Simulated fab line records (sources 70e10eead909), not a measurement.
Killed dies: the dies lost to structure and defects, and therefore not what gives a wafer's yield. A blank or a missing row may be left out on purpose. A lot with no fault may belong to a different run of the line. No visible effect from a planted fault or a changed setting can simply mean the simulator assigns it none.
Code-filled problem report in 8D (eight disciplines) form || flow nandHarc || the parts of the form that need people (team, actions taken, sign-off) are left out

## 1. WHAT IS WRONG
At NHARC_A_ONON_D1_THK_MEAS_18, thkNm averages 1546 nm over 6 wafers from 2 lots, while fault-free wafers read 1000 nm, standard deviation 10. Relative to the usual mean, that is a shift of +55 standard deviations.
The step: measures by ellipsometry.
First seen on wafer L474.1, day 12 08:13, on filmMetro-02. At this step, 42 wafers from 14 lots have a number in the record. The rule behind "out" and "out of limits": a value lying over 4 standard deviations away from the usual mean. All remaining wafers that have a number are taken as sound.

## 2. WHAT IT IS, AND WHAT IT ISN'T
{"question": "which readings at this step", "is": "thkNm", "is not": "-"}
{"question": "which lots", "is": "L474, L475", "is not": "L456, L457, L458, L460, L461, L463, L464, L465, L466, L467, L477, L478"}
{"question": "which wafers of those lots", "is": "all that have a number", "is not": "-"}
{"question": "read on which gauges", "is": "filmMetro-02", "is not": "filmMetro-01"}
{"question": "when", "is": "from day 12 08:13", "is not": "up to then (30 sound wafers); but 6 sound wafers of L477, L478 came after"}

## 3. THE SUSPECTS, EACH WITH WHAT RULES IT OUT
Counting: a tool at a process step up to the reading stays a suspect if it ran every lot that is out and no sound lot after the first of them.
- the gauge at NHARC_A_ONON_D1_THK_MEAS_18: kept. All the wafers that are out were read on filmMetro-02, and no step on other tools shows them out.
- pecvdOnon-02 at NHARC_A_ONON_D1_DEP_16 (target thk 1000 nm): kept. It processed each lot that is out, first L474 at day 12 07:43, and no sound lot thereafter; up to then, the last sound lot it processed was L466 at day 10 21:15.
After counting, pecvdOnon-02 at NHARC_A_ONON_D1_DEP_16 and filmMetro-02 at NHARC_A_ONON_D1_THK_MEAS_18 remain.

## 4. THE CAUSE (what the simulator had put in)
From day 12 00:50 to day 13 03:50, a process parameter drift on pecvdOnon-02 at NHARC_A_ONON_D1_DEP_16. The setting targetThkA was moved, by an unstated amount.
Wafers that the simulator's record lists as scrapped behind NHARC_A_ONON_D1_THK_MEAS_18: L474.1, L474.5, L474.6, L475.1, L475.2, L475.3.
Counting left 2 suspects, and this tool is among them.

## 5. SEQUENCE OF EFFECTS, ordered by route
Rows list readings where the struck wafers' mean (over those with a number) sits beyond 3 standard deviations from the usual. Scope: only readings with a usual standard deviation given in the record; hours: median across lots of the time from each lot's start at the first step in this table that gives one to its start at this step; sigmas: change in usual standard deviations.
{"hours": 0, "step": "NHARC_A_ONON_D1_THK_MEAS_18", "reading": "thkNm", "usual": "1000 nm", "on struck wafers": 1546, "change": "+546", "sigmas": "+55"}

## 6. HOW IT WOULD HAVE BEEN CAUGHT EARLIER
The first out-of-limits reading at a measuring or inspecting step in this record came at day 12 08:13, 7 hours after the fault's start at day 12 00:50.
Tool readings at NHARC_A_ONON_D1_DEP_16 with a usual standard deviation given in the record: none out on any struck wafer, hence no alarm at a limit of 4 standard deviations on them.
Lots out: 2; of these, L475 started NHARC_A_ONON_D1_DEP_16 on pecvdOnon-02 after day 12 08:13. A hold on the tool at that time would have spared it.
